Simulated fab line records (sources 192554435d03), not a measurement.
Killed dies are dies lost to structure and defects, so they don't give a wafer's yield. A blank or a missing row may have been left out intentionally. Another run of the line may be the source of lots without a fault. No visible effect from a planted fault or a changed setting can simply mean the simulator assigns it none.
Which tool was responsible? / flow n5Finfet / 10 lots, 28 wafers sampled, at 6 steps of a route of 1938

## WHAT EACH GAUGE READ, for each wafer
N5_BEOL_M1_RS_MEAS_58: measurement is done with a four-point probe. Usual: M1_RS typically reads 0.67 ohm/sq, with standard deviation 0.035.
lot=L614; measured=day 6 13:44; on=filmMetro-02; M1_RS (ohm/sq)=0.69 0.64 0.70; flag=
lot=L616; measured=day 7 07:04; on=filmMetro-01; M1_RS (ohm/sq)=0.66 0.68 0.71; flag=
lot=L619; measured=day 7 19:55; on=filmMetro-02; M1_RS (ohm/sq)=0.73 0.68 0.69; flag=
lot=L617; measured=day 7 20:05; on=filmMetro-01; M1_RS (ohm/sq)=0.66 0.64 0.65; flag=
lot=L621; measured=day 8 08:59; on=filmMetro-02; M1_RS (ohm/sq)=0.66 0.59 0.61; flag=
lot=L622; measured=day 8 13:31; on=filmMetro-01; M1_RS (ohm/sq)=0.70 0.66 0.71; flag=
lot=L625; measured=day 9 04:49; on=filmMetro-01; M1_RS (ohm/sq)=0.68 0.66 0.67; flag=
lot=L631; measured=day 11 03:45; on=filmMetro-02; M1_RS (ohm/sq)=0.64 0.67 0.65; flag=
lot=L634; measured=day 11 18:08; on=filmMetro-01; M1_RS (ohm/sq)=0.68 0.66; flag=
lot=L636; measured=day 12 06:01; on=filmMetro-02; M1_RS (ohm/sq)=0.68 0.65; flag=

N5_BEOL_M2_THK_MEAS_01. Usual: M2_ILD_THK typically reads 79.5 nm, with standard deviation 1.
lot=L614; measured=day 6 13:52; on=filmMetro-01; M2_ILD_THK (nm)=78.9 79.3 79.5; flag=
lot=L616; measured=day 7 07:12; on=filmMetro-01; M2_ILD_THK (nm)=77.7 80.0 79.1; flag=
lot=L619; measured=day 7 20:03; on=filmMetro-01; M2_ILD_THK (nm)=79.5 79.8 79.5; flag=
lot=L617; measured=day 7 20:14; on=filmMetro-02; M2_ILD_THK (nm)=79.4 80.7 80.6; flag=
lot=L621; measured=day 8 09:07; on=filmMetro-02; M2_ILD_THK (nm)=79.7 80.1 80.1; flag=
lot=L622; measured=day 8 13:39; on=filmMetro-01; M2_ILD_THK (nm)=79.5 79.4 81.1; flag=
lot=L625; measured=day 9 04:57; on=filmMetro-02; M2_ILD_THK (nm)=78.8 79.2 79.6; flag=
lot=L631; measured=day 11 03:54; on=filmMetro-02; M2_ILD_THK (nm)=79.1 80.5 80.0; flag=
lot=L634; measured=day 11 18:16; on=filmMetro-01; M2_ILD_THK (nm)=78.8 83.4; flag=
lot=L636; measured=day 12 06:09; on=filmMetro-01; M2_ILD_THK (nm)=80.9 84.0; flag=

N5_BEOL_M4_RC_MEAS_101. Usual: DIBL_N 35.8 mV/V, standard deviation 1.6; DIBL_P 36.0 mV/V, standard deviation 1.9; IOFF_N 0.151 nA/um, standard deviation 0.029; IOFF_P 0.21 nA/um, standard deviation 0.037; ION_N 673 uA/um, standard deviation 12; ION_P 463 uA/um, standard deviation 7.3; SS_N 71.5 mV/dec, standard deviation 0.58; SS_P 73.2 mV/dec, standard deviation 0.61; VT_N 251 mV, standard deviation 3.3; VT_P -250 mV, standard deviation 3.3.
lot=L614; measured=day 7 18:14; on=prober-02; DIBL_N (mV/V)=35.4 36.9 38.8; DIBL_P (mV/V)=34.9 35.9 37.9; IOFF_N (nA/um)=0.115 0.139 0.175; IOFF_P (nA/um)=0.18 0.19 0.23; ION_N (uA/um)=662 667 679; ION_P (uA/um)=461 463 462; SS_N (mV/dec)=70.7 71.1 72.4; SS_P (mV/dec)=72.2 72.0 73.5; VT_N (mV)=256 254 250; VT_P (mV)=-253 -251 -250; flag=
lot=L616; measured=day 8 18:42; on=prober-01; DIBL_N (mV/V)=36.8 35.3 34.1; DIBL_P (mV/V)=36.7 34.5 33.3; IOFF_N (nA/um)=0.151 0.128 0.108; IOFF_P (nA/um)=0.20 0.17 0.15; ION_N (uA/um)=668 657 652; ION_P (uA/um)=456 457 452; SS_N (mV/dec)=72.1 71.0 71.1; SS_P (mV/dec)=73.5 72.6 72.0; VT_N (mV)=253 254 257; VT_P (mV)=-252 -253 -253; flag=
lot=L619; measured=day 9 14:28; on=prober-01; DIBL_N (mV/V)=34.5 35.4 36.9; DIBL_P (mV/V)=34.6 34.6 37.2; IOFF_N (nA/um)=0.125 0.136 0.161; IOFF_P (nA/um)=0.16 0.17 0.20; ION_N (uA/um)=674 672 676; ION_P (uA/um)=456 459 455; SS_N (mV/dec)=70.6 71.2 71.5; SS_P (mV/dec)=73.4 72.7 73.4; VT_N (mV)=254 253 252; VT_P (mV)=-256 -255 -249; flag=
lot=L617; measured=day 9 12:37; on=prober-01; DIBL_N (mV/V)=37.9 35.4 36.3; DIBL_P (mV/V)=38.3 34.5 35.2; IOFF_N (nA/um)=0.189 0.134 0.162; IOFF_P (nA/um)=0.27 0.20 0.22; ION_N (uA/um)=690 679 677; ION_P (uA/um)=472 465 466; SS_N (mV/dec)=71.9 71.2 70.9; SS_P (mV/dec)=74.3 73.4 73.4; VT_N (mV)=247 251 248; VT_P (mV)=-244 -248 -247; flag=
lot=L621; measured=day 10 04:25; on=prober-02; DIBL_N (mV/V)=37.0 38.3 37.5; DIBL_P (mV/V)=36.4 38.8 38.3; IOFF_N (nA/um)=0.145 0.186 0.174; IOFF_P (nA/um)=0.19 0.23 0.21; ION_N (uA/um)=670 682 689; ION_P (uA/um)=464 463 468; SS_N (mV/dec)=72.6 72.5 72.1; SS_P (mV/dec)=72.2 74.0 73.4; VT_N (mV)=251 250 249; VT_P (mV)=-251 -250 -249; flag=
lot=L622; measured=day 9 18:19; on=prober-01; DIBL_N (mV/V)=34.8 35.8 34.7; DIBL_P (mV/V)=32.8 35.3 34.9; IOFF_N (nA/um)=0.112 0.133 0.124; IOFF_P (nA/um)=0.14 0.17 0.18; ION_N (uA/um)=664 668 657; ION_P (uA/um)=453 461 453; SS_N (mV/dec)=71.5 71.8 71.6; SS_P (mV/dec)=72.6 73.1 72.9; VT_N (mV)=255 252 251; VT_P (mV)=-257 -252 -252; flag=
lot=L625; measured=day 11 01:40; on=prober-01; DIBL_N (mV/V)=34.9 36.4 35.8; DIBL_P (mV/V)=36.0 37.1 38.3; IOFF_N (nA/um)=0.134 0.156 0.156; IOFF_P (nA/um)=0.17 0.18 0.19; ION_N (uA/um)=662 678 677; ION_P (uA/um)=453 456 463; SS_N (mV/dec)=71.1 71.5 71.2; SS_P (mV/dec)=73.5 73.6 73.4; VT_N (mV)=255 251 250; VT_P (mV)=-252 -258 -252; flag=
lot=L631; measured=day 12 13:26; on=prober-01; DIBL_N (mV/V)=33.5 34.4 33.5; DIBL_P (mV/V)=33.6 34.1 32.7; IOFF_N (nA/um)=0.129 0.130 0.115; IOFF_P (nA/um)=0.17 0.18 0.17; ION_N (uA/um)=672 676 656; ION_P (uA/um)=457 465 456; SS_N (mV/dec)=70.5 70.6 70.9; SS_P (mV/dec)=72.7 72.7 72.2; VT_N (mV)=254 253 255; VT_P (mV)=-252 -252 -252; flag=
lot=L634; measured=day 13 11:02; on=prober-01; DIBL_N (mV/V)=38.7 34.6; DIBL_P (mV/V)=39.7 37.3; IOFF_N (nA/um)=0.234 0.162; IOFF_P (nA/um)=0.26 0.22; ION_N (uA/um)=708 687; ION_P (uA/um)=469 470; SS_N (mV/dec)=72.9 72.3; SS_P (mV/dec)=74.2 73.6; VT_N (mV)=244 246; VT_P (mV)=-247 -254; flag=
lot=L636; measured=day 14 02:12; on=prober-02; DIBL_N (mV/V)=38.5 36.8; DIBL_P (mV/V)=38.6 37.2; IOFF_N (nA/um)=0.170 0.166; IOFF_P (nA/um)=0.23 0.22; ION_N (uA/um)=670 679; ION_P (uA/um)=464 461; SS_N (mV/dec)=72.0 71.5; SS_P (mV/dec)=73.9 73.7; VT_N (mV)=251 250; VT_P (mV)=-251 -249; flag=

## WHAT TOOL EACH LOT RAN ON (gives the tool, then ch and the chambers of the sampled wafers, and finally the start)
lot=L614; N5_BEOL_M1_ANNEAL_89=pvdSputter-03, day 6 11:29; N5_BEOL_M1_CO_CAP_55=cvdCo-01 ch 1,2, day 6 13:34; N5_BEOL_M2_ILD_DEP_00=pecvd-04 ch 0,1, day 6 13:49
lot=L616; N5_BEOL_M1_ANNEAL_89=pvdSputter-03, day 7 05:13; N5_BEOL_M1_CO_CAP_55=cvdCo-02 ch 0,2, day 7 06:53; N5_BEOL_M2_ILD_DEP_00=pecvd-04 ch 0,1,2, day 7 07:08
lot=L619; N5_BEOL_M1_ANNEAL_89=pvdSputter-03, day 7 18:04; N5_BEOL_M1_CO_CAP_55=cvdCo-01 ch 1,2, day 7 19:43; N5_BEOL_M2_ILD_DEP_00=pecvd-03 ch 0,2, day 7 19:58
lot=L617; N5_BEOL_M1_ANNEAL_89=pvdSputter-01, day 7 18:14; N5_BEOL_M1_CO_CAP_55=cvdCo-02 ch 1,2, day 7 19:53; N5_BEOL_M2_ILD_DEP_00=pecvd-03 ch 1,2, day 7 20:10
lot=L621; N5_BEOL_M1_ANNEAL_89=pvdSputter-01, day 8 06:40; N5_BEOL_M1_CO_CAP_55=cvdCo-02 ch 0,2, day 8 08:47; N5_BEOL_M2_ILD_DEP_00=pecvd-02 ch 0,1, day 8 09:02
lot=L622; N5_BEOL_M1_ANNEAL_89=pvdSputter-01, day 8 11:41; N5_BEOL_M1_CO_CAP_55=cvdCo-02 ch 1,2, day 8 13:20; N5_BEOL_M2_ILD_DEP_00=pecvd-03 ch 0,1,2, day 8 13:35
lot=L625; N5_BEOL_M1_ANNEAL_89=pvdSputter-02, day 9 02:58; N5_BEOL_M1_CO_CAP_55=cvdCo-01 ch 1,2, day 9 04:38; N5_BEOL_M2_ILD_DEP_00=pecvd-04 ch 0,1,2, day 9 04:53
lot=L631; N5_BEOL_M1_ANNEAL_89=pvdSputter-01, day 11 01:10; N5_BEOL_M1_CO_CAP_55=cvdCo-01 ch 0,1, day 11 03:32; N5_BEOL_M2_ILD_DEP_00=pecvd-03 ch 1,2, day 11 03:49
lot=L634; N5_BEOL_M1_ANNEAL_89=pvdSputter-01, day 11 16:12; N5_BEOL_M1_CO_CAP_55=cvdCo-01 ch 2, day 11 17:57; N5_BEOL_M2_ILD_DEP_00=pecvd-03 ch 0, day 11 18:12
lot=L636; N5_BEOL_M1_ANNEAL_89=pvdSputter-03, day 12 04:07; N5_BEOL_M1_CO_CAP_55=cvdCo-01 ch 0, day 12 05:50; N5_BEOL_M2_ILD_DEP_00=pecvd-03 ch 0,2, day 12 06:05
- N5_BEOL_M1_ANNEAL_89: time 240 s.
- N5_BEOL_M1_CO_CAP_55: material Co, precursor CCTBA/H2, target thk 2 nm, time 102.1 s.
- N5_BEOL_M2_ILD_DEP_00: deposits SiOC from DEMS/O2, target thk 79 nm, time 15.3 s.

## WHAT THE TOOLS THEMSELVES READ (means of the sampled wafers that have a number; where no wafer has one, the mark that the record gives instead)
N5_BEOL_M1_ANNEAL_89. Usual: heaterPowerW 826 W, standard deviation 63; susceptor_temp_C_max 401.0, standard deviation 0.31.
lot=L614; tool=pvdSputter-03; heaterPowerW (W)=852; susceptor_temp_C_max=400.8; flag=
lot=L616; tool=pvdSputter-03; heaterPowerW (W)=862; susceptor_temp_C_max=400.8; flag=
lot=L619; tool=pvdSputter-03; heaterPowerW (W)=816; susceptor_temp_C_max=400.9; flag=
lot=L617; tool=pvdSputter-01; heaterPowerW (W)=835; susceptor_temp_C_max=401.1; flag=
lot=L621; tool=pvdSputter-01; heaterPowerW (W)=844; susceptor_temp_C_max=400.9; flag=
lot=L622; tool=pvdSputter-01; heaterPowerW (W)=821; susceptor_temp_C_max=401.2; flag=
lot=L625; tool=pvdSputter-02; heaterPowerW (W)=835; susceptor_temp_C_max=401.2; flag=
lot=L631; tool=pvdSputter-01; heaterPowerW (W)=765; susceptor_temp_C_max=401.0; flag=
lot=L634; tool=pvdSputter-01; heaterPowerW (W)=804; susceptor_temp_C_max=400.4; flag=
lot=L636; tool=pvdSputter-03; heaterPowerW (W)=813; susceptor_temp_C_max=400.9; flag=

N5_BEOL_M1_CO_CAP_55. Usual: heaterPowerW reads 235 W (standard deviation 11).
lot=L614; tool=cvdCo-01; heaterPowerW (W)=230; flag=
lot=L616; tool=cvdCo-02; heaterPowerW (W)=232; flag=
lot=L619; tool=cvdCo-01; heaterPowerW (W)=234; flag=
lot=L617; tool=cvdCo-02; heaterPowerW (W)=224; flag=
lot=L621; tool=cvdCo-02; heaterPowerW (W)=228; flag=
lot=L622; tool=cvdCo-02; heaterPowerW (W)=225; flag=
lot=L625; tool=cvdCo-01; heaterPowerW (W)=234; flag=
lot=L631; tool=cvdCo-01; heaterPowerW (W)=246; flag=
lot=L634; tool=cvdCo-01; heaterPowerW (W)=229; flag=
lot=L636; tool=cvdCo-01; heaterPowerW (W)=248; flag=

N5_BEOL_M2_ILD_DEP_00. Usual: heaterPowerW 466 W, standard deviation 67; showerheadPlenumPTorr 5.694 Torr, standard deviation 0.014; throttleValvePct 11.9 %, standard deviation 0.51.
lot=L614; tool=pecvd-04; heaterPowerW (W)=494; showerheadPlenumPTorr (Torr)=5.685; throttleValvePct (%)=11.9; flag=
lot=L616; tool=pecvd-04; heaterPowerW (W)=469; showerheadPlenumPTorr (Torr)=5.690; throttleValvePct (%)=12.0; flag=
lot=L619; tool=pecvd-03; heaterPowerW (W)=441; showerheadPlenumPTorr (Torr)=5.706; throttleValvePct (%)=11.8; flag=
lot=L617; tool=pecvd-03; heaterPowerW (W)=451; showerheadPlenumPTorr (Torr)=5.700; throttleValvePct (%)=12.5; flag=
lot=L621; tool=pecvd-02; heaterPowerW (W)=491; showerheadPlenumPTorr (Torr)=5.699; throttleValvePct (%)=11.4; flag=
lot=L622; tool=pecvd-03; heaterPowerW (W)=456; showerheadPlenumPTorr (Torr)=5.693; throttleValvePct (%)=12.2; flag=
lot=L625; tool=pecvd-04; heaterPowerW (W)=517; showerheadPlenumPTorr (Torr)=5.685; throttleValvePct (%)=11.6; flag=
lot=L631; tool=pecvd-03; heaterPowerW (W)=428; showerheadPlenumPTorr (Torr)=5.690; throttleValvePct (%)=12.7; flag=
lot=L634; tool=pecvd-03; heaterPowerW (W)=478; showerheadPlenumPTorr (Torr)=5.681; throttleValvePct (%)=11.4; flag=
lot=L636; tool=pecvd-03; heaterPowerW (W)=426; showerheadPlenumPTorr (Torr)=5.713; throttleValvePct (%)=11.7; flag=

## THE ANSWER, worked out from the rows above alone
Rule: lot off if the mean of its wafers having a number is beyond 3 standard deviations from the usual mean. A lot without any number at a reading at which 4 lots or more have one is off too. The other lots that the step has rows for count as sound. Order of review: gauges by route order, followed by the tools' own readings, for which a lot's mean as printed above is used. At the first step where some lot is off, the reading lying furthest off is the one used; lots without a number count as furthest.
No lot is off on any of the readings shown, so nothing can be concluded from this.

## WHAT HAD BEEN PUT IN BY THE SIMULATOR
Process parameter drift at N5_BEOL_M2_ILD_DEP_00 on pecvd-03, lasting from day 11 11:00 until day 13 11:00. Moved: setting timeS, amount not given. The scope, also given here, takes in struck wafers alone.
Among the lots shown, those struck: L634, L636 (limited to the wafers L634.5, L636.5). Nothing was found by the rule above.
